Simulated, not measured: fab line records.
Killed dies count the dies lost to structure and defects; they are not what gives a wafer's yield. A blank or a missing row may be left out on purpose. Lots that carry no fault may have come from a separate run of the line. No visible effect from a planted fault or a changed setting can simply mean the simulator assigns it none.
What tool caused it? | flow n5_finfet | 24 wafers from 8 lots sampled at 6 of the route's 1938 steps

== WHAT THE GAUGES SHOWED, per wafer ==
N5_BEOL_M1_INSPECT_30: inspects for defects (brightfield). Usual: raw_defect_count reads 391 (standard deviation 93).
lot  | measured     | on                | raw_defect_count | flag
L173 | day 6 18:13  | defect_inspect-01 | 259 338 566      |
L179 | day 8 12:55  | defect_inspect-02 | 269 351 375      |
L181 | day 8 23:38  | defect_inspect-01 | 1203 1290 1453   | OFF
L183 | day 9 18:21  | defect_inspect-02 | 1429 1445 1421   | OFF
L185 | day 10 02:47 | defect_inspect-02 | 405 368 587      |
L186 | day 10 15:10 | defect_inspect-01 | 479 409 463      |
L188 | day 10 19:44 | defect_inspect-01 | 324 390 234      |
L190 | day 11 04:08 | defect_inspect-01 | 294 319 398      |

N5_BEOL_M4_RC_MEAS_101. Usual: DIBL_N 36.2 mV/V, standard deviation 1.6; DIBL_P 36.1 mV/V, standard deviation 2; IOFF_N 0.16 nA/um, standard deviation 0.032; IOFF_P 0.22 nA/um, standard deviation 0.036; ION_N 672 uA/um, standard deviation 11; ION_P 463 uA/um, standard deviation 7.5; SS_N 71.4 mV/dec, standard deviation 0.58; SS_P 73.2 mV/dec, standard deviation 0.67; VT_N 250 mV, standard deviation 3.3; VT_P -250 mV, standard deviation 3.3.
lot  | measured     | on        | DIBL_N (mV/V)  | DIBL_P (mV/V)  | IOFF_N (nA/um) | IOFF_P (nA/um) | ION_N (uA/um) | ION_P (uA/um) | SS_N (mV/dec)  | SS_P (mV/dec)  | VT_N (mV)   | VT_P (mV)      | flag
L173 | day 8 13:38  | prober-02 | 36.3 37.3 37.1 | 35.6 37.0 36.1 | 0.16 0.18 0.16 | 0.23 0.25 0.22 | 683 680 680   | 474 465 472   | 71.8 71.7 71.6 | 73.3 73.5 73.8 | 247 247 248 | -250 -246 -250 |
L179 | day 10 08:41 | prober-02 | 37.7 37.3 37.0 | 37.1 38.2 38.0 | 0.17 0.16 0.16 | 0.24 0.26 0.24 | 675 678 682   | 471 471 466   | 71.8 71.5 71.5 | 73.0 74.0 72.8 | 247 248 249 | -246 -245 -246 |
L181 | day 10 22:03 | prober-01 | 35.3 36.7 36.0 | 35.8 37.5 36.4 | 0.15 0.18 0.15 | 0.24 0.27 0.24 | 675 681 677   | 474 474 471   | 71.6 72.1 71.7 | 72.6 73.8 73.5 | 250 247 250 | -246 -243 -247 |
L183 | day 11 13:42 | prober-02 | 37.5 39.5 37.5 | 39.2 41.9 39.3 | 0.22 0.26 0.20 | 0.26 0.31 0.25 | 680 693 690   | 463 475 472   | 71.8 73.1 71.6 | 74.1 74.5 74.0 | 243 243 245 | -250 -246 -250 |
L185 | day 12 06:14 | prober-02 | 35.3 41.1 36.6 | 35.2 40.7 37.4 | 0.15 0.29 0.17 | 0.20 0.29 0.23 | 676 699 674   | 465 466 466   | 71.4 73.2 71.1 | 73.8 74.8 73.8 | 248 240 247 | -251 -247 -247 |
L186 | day 12 12:28 | prober-02 | 34.2 33.3 36.3 | 33.8 32.6 36.6 | 0.13 0.13 0.17 | 0.18 0.17 0.23 | 647 657 665   | 455 459 457   | 70.6 70.6 72.2 | 72.7 72.4 73.4 | 253 251 248 | -253 -251 -250 |
L188 | day 12 22:08 | prober-02 | 34.9 32.7 37.0 | 35.6 32.1 37.2 | 0.14 0.12 0.19 | 0.23 0.18 0.27 | 668 677 681   | 463 467 472   | 71.3 70.6 71.7 | 73.1 72.5 73.3 | 253 251 245 | -246 -248 -244 |
L190 | day 13 17:14 | prober-02 | 40.5 37.6 38.3 | 38.1 34.2 34.9 | 0.21 0.15 0.16 | 0.27 0.20 0.20 | 666 660 653   | 462 462 457   | 71.8 71.4 71.7 | 73.7 72.6 72.8 | 246 250 251 | -247 -250 -250 |

== WHICH TOOL RAN EACH LOT (tool, then ch and the chambers of the sampled wafers, then the start) ==
lot  | N5_BEOL_M1_ETCH_74                 | N5_BEOL_M1_STRIP_19                | N5_BEOL_M1_DESCUM_33               | N5_BEOL_M1_STRIP_36
L173 | rie_diel-03 ch 1,2,3, day 6 17:22  | rie_diel-05 ch 0,2,3, day 6 17:44  | rie_diel-04 ch 2,3, day 6 18:15    | rie_diel-03 ch 0,1,3, day 6 18:43
L179 | rie_diel-05 ch 1,2,3, day 8 11:52  | rie_diel-05 ch 0,1,2, day 8 12:11  | rie_diel-05 ch 2,3, day 8 13:03    | rie_diel-05 ch 0,2,3, day 8 18:26
L181 | rie_diel-05 ch 0,1,3, day 8 22:42  | rie_diel-05 ch 1,3, day 8 23:02    | rie_diel-05 ch 0,1, day 8 23:40    | rie_diel-03 ch 0,3, day 9 04:05
L183 | rie_diel-04 ch 0,3, day 9 17:25    | rie_diel-05 ch 0,2,3, day 9 17:44  | rie_diel-05 ch 0,2,3, day 9 18:23  | rie_diel-03 ch 0,2,3, day 9 21:20
L185 | rie_diel-03 ch 1,2,3, day 10 01:46 | rie_diel-04 ch 0,2,3, day 10 02:11 | rie_diel-03 ch 0,2,3, day 10 02:59 | rie_diel-05 ch 0,1,2, day 10 03:29
L186 | rie_diel-04 ch 0,1,2, day 10 14:14 | rie_diel-04 ch 0,2, day 10 14:34   | rie_diel-04 ch 0,1,2, day 10 15:12 | rie_diel-03 ch 0,2,3, day 10 17:42
L188 | rie_diel-03 ch 1,2,3, day 10 18:49 | rie_diel-04 ch 0,1,2, day 10 19:08 | rie_diel-04 ch 0,1,2, day 10 19:46 | rie_diel-03 ch 0,2,3, day 10 23:45
L190 | rie_diel-04 ch 0,2, day 11 03:20   | rie_diel-03 ch 0,2, day 11 03:39   | rie_diel-04 ch 0,2, day 11 04:16   | rie_diel-04 ch 0,3, day 11 17:07
- N5_BEOL_M1_ETCH_74: etches underlayer in N2/H2, target depth 6.5 nm, time 5.2 s.
- N5_BEOL_M1_STRIP_19: strips in O2.
- N5_BEOL_M1_DESCUM_33: chemistry O2, time 7 s.
- N5_BEOL_M1_STRIP_36: strips in N2/H2.

== AS READ BY THE TOOLS THEMSELVES (means over the sampled wafers that have a number; for cases with no such wafer, the mark the record gives instead) ==
N5_BEOL_M1_ETCH_74. Usual: drypump_motor_current_A 5.6 A, standard deviation 0.41; etch_rf_on_time_s 5.23 s, standard deviation 0.17; oes_product_au 0.64 a.u., standard deviation 0.057; rf_vpp_V 524.1 V, standard deviation 2.1; showerhead_plenum_p_Torr 2.54 Torr, standard deviation 0.06; throttle_valve_pct 17.93 %, standard deviation 0.18.
lot  | tool        | drypump_motor_current_A (A) | etch_rf_on_time_s (s) | oes_product_au (a.u.) | rf_vpp_V (V) | showerhead_plenum_p_Torr (Torr) | throttle_valve_pct (%) | flag
L173 | rie_diel-03 | 5.3                         | 5.15                  | 0.63                  | 524.1        | 2.59                            | 17.86                  |
L179 | rie_diel-05 | 5.6                         | 5.33                  | 0.61                  | 523.6        | 2.53                            | 17.97                  |
L181 | rie_diel-05 | 5.7                         | 5.39                  | 0.60                  | 524.3        | 2.57                            | 18.02                  |
L183 | rie_diel-04 | 5.4                         | 5.24                  | 0.60                  | 523.5        | 2.50                            | 17.95                  |
L185 | rie_diel-03 | 5.3                         | 5.03                  | 0.71                  | 525.9        | 2.58                            | 17.78                  |
L186 | rie_diel-04 | 6.1                         | 5.16                  | 0.62                  | 522.9        | 2.49                            | 18.07                  |
L188 | rie_diel-03 | 5.3                         | 5.05                  | 0.70                  | 526.0        | 2.58                            | 17.77                  |
L190 | rie_diel-04 | 6.4                         | 5.03                  | 0.59                  | 520.9        | 2.44                            | 18.05                  |

N5_BEOL_M1_STRIP_19. Usual: drypump_motor_current_A 5.6 A, standard deviation 0.43; oes_product_au 0.75 a.u., standard deviation 0.063; rf_vpp_V 3.6 V, standard deviation 0.53; showerhead_plenum_p_Torr 2.10 Torr, standard deviation 0.055; throttle_valve_pct 16.80 %, standard deviation 0.15.
lot  | tool        | drypump_motor_current_A (A) | oes_product_au (a.u.) | rf_vpp_V (V) | showerhead_plenum_p_Torr (Torr) | throttle_valve_pct (%) | flag
L173 | rie_diel-05 | 5.6                         | 0.74                  | 3.3          | 2.13                            | 16.78                  |
L179 | rie_diel-05 | 5.5                         | 0.72                  | 4.5          | 2.13                            | 16.81                  |
L181 | rie_diel-05 | 5.7                         | 0.73                  | 3.3          | 2.09                            | 16.80                  |
L183 | rie_diel-05 | 5.6                         | 0.72                  | 3.7          | 2.13                            | 16.81                  |
L185 | rie_diel-04 | 5.9                         | 0.70                  | 3.5          | 2.05                            | 16.80                  |
L186 | rie_diel-04 | 6.3                         | 0.71                  | 4.2          | 2.05                            | 16.74                  |
L188 | rie_diel-04 | 6.1                         | 0.72                  | 3.5          | 2.06                            | 16.83                  |
L190 | rie_diel-03 | 5.4                         | 0.89                  | 4.1          | 2.07                            | 16.54                  |

N5_BEOL_M1_DESCUM_33. Usual: drypump_motor_current_A 5.7 A, standard deviation 0.46; oes_product_au 0.74 a.u., standard deviation 0.058; rf_vpp_V 242.9 V, standard deviation 1.2; showerhead_plenum_p_Torr 2.09 Torr, standard deviation 0.059; throttle_valve_pct 20.56 %, standard deviation 0.16.
lot  | tool        | drypump_motor_current_A (A) | oes_product_au (a.u.) | rf_vpp_V (V) | showerhead_plenum_p_Torr (Torr) | throttle_valve_pct (%) | flag
L173 | rie_diel-04 | 5.5                         | 0.70                  | 242.3        | 2.05                            | 20.58                  |
L179 | rie_diel-05 | 5.4                         | 0.72                  | 242.5        | 2.09                            | 20.45                  |
L181 | rie_diel-05 | 5.7                         | 0.71                  | 243.4        | 2.12                            | 20.62                  |
L183 | rie_diel-05 | 5.6                         | 0.73                  | 243.2        | 2.12                            | 20.55                  |
L185 | rie_diel-03 | 5.4                         | 0.87                  | 243.9        | 2.12                            | 20.45                  |
L186 | rie_diel-04 | 6.0                         | 0.72                  | 242.7        | 2.05                            | 20.57                  |
L188 | rie_diel-04 | 6.1                         | 0.72                  | 242.6        | 2.05                            | 20.57                  |
L190 | rie_diel-04 | 6.3                         | 0.70                  | 241.7        | 2.04                            | 20.49                  |

N5_BEOL_M1_STRIP_36. Usual: drypump_motor_current_A 5.6 A, standard deviation 0.44; oes_product_au 0.78 a.u., standard deviation 0.084; rf_vpp_V 59.2 V, standard deviation 1.5; showerhead_plenum_p_Torr 2.53 Torr, standard deviation 0.065; throttle_valve_pct 23.72 %, standard deviation 0.24.
lot  | tool        | drypump_motor_current_A (A) | oes_product_au (a.u.) | rf_vpp_V (V) | showerhead_plenum_p_Torr (Torr) | throttle_valve_pct (%) | flag
L173 | rie_diel-03 | 5.4                         | 0.81                  | 59.9         | 2.55                            | 23.69                  |
L179 | rie_diel-05 | 5.7                         | 0.73                  | 59.4         | 2.56                            | 23.68                  |
L181 | rie_diel-03 | 5.6                         | 0.79                  | 60.9         | 2.58                            | 23.72                  |
L183 | rie_diel-03 | 5.4                         | 0.87                  | 58.5         | 2.56                            | 23.56                  |
L185 | rie_diel-05 | 5.6                         | 0.71                  | 59.9         | 2.55                            | 23.60                  |
L186 | rie_diel-03 | 5.4                         | 0.85                  | 58.8         | 2.56                            | 23.59                  |
L188 | rie_diel-03 | 5.4                         | 0.85                  | 58.7         | 2.56                            | 23.58                  |
L190 | rie_diel-04 | 5.8                         | 0.81                  | 56.7         | 2.50                            | 23.73                  |

== THE ANSWER, worked out from the rows above alone ==
Rule: lot off if the mean of its wafers having a number is beyond 3 standard deviations from the usual mean. A lot without any number at a reading at which 4 lots or more have one is off too. All remaining lots with rows at the step are treated as sound. First the gauges in route order, then the tools' own readings, where a lot's mean is used as printed above. At the first step where some lot is off, the reading lying furthest off is the one used; lots without a number count as furthest.
Off: L181, L183 (N5_BEOL_M1_INSPECT_30, raw_defect_count).
A tool fits if, at a process step before that reading, it ran every lot that is off, and no sound lot after the first of them. The gauges at N5_BEOL_M1_INSPECT_30 are tried like those tools. One fits: rie_diel-05 at N5_BEOL_M1_STRIP_19. Its last sound lot is L179 (day 8 12:11), its first lot that is off L181 (day 8 23:02): a fault that began between those two fits.

== WHAT THE SIMULATOR PUT IN ==
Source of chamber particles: rie_diel-05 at N5_BEOL_M1_STRIP_19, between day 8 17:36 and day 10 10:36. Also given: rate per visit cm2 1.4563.
Shown lots that were struck: L181, L183. The rule above reached the same finding.
